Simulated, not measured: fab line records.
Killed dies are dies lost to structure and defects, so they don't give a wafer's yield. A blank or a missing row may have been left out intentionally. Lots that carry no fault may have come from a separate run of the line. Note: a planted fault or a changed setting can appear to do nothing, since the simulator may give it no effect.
Chamber matching / flow n5Finfet / rieDiel-02 running N5_GATE_CUT_ETCH_36: 4 sister chambers
The step etches SiARC in CF4, target depth 13 nm, time 21.7 s. 4 wafers are shown with their chamber, then 7 later ones without.

== WAFERS WITH THEIR CHAMBER ==
wafer=L075.2; chamber=1; showerheadPlenumPTorr (Torr)=2.02
wafer=L077.1; chamber=2; showerheadPlenumPTorr (Torr)=2.03
wafer=L081.1; chamber=3; showerheadPlenumPTorr (Torr)=2.23
wafer=L081.2; chamber=0; showerheadPlenumPTorr (Torr)=2.22

== WAFERS WHOSE CHAMBER IS MISSING ==
wafer=L081.3; showerheadPlenumPTorr (Torr)=2.03
wafer=L089.1; showerheadPlenumPTorr (Torr)=2.22
wafer=L089.5; showerheadPlenumPTorr (Torr)=2.22
wafer=L089.6; showerheadPlenumPTorr (Torr)=2.29
wafer=L090.1; showerheadPlenumPTorr (Torr)=2.22
wafer=L090.3; showerheadPlenumPTorr (Torr)=2.23
wafer=L090.5; showerheadPlenumPTorr (Torr)=2.22

== WHICH CHAMBER EACH WENT THROUGH ==
wafer=L081.3; from the rows above=can't be placed: 2 or 1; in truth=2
wafer=L089.1; from the rows above=can't be placed: 0 or 3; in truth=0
wafer=L089.5; from the rows above=can't be placed: 0 or 3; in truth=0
wafer=L089.6; from the rows above=can't be placed: 3 or 0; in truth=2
wafer=L090.1; from the rows above=can't be placed: 0 or 3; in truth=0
wafer=L090.3; from the rows above=can't be placed: 3 or 0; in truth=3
wafer=L090.5; from the rows above=can't be placed: 0 or 3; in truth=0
Correct placement for 0 of the 7. From these rows, 7 cannot be placed; in 6 the true chamber is one of the candidates. Wrongly placed: 0.
How it was worked out, from the rows above alone: a wafer's distance from a chamber is the root of the sum, over the readings, of the square of ((its reading less the chamber's mean) divided by the reading's scatter). The wafer belongs to the nearest chamber; if the next one is less than 2 further off, it can't be placed. A chamber's mean is the mean of its shown wafers. The scatter: root of mean squared gap, hidden wafer to nearest shown wafer, with one shown wafer a chamber.
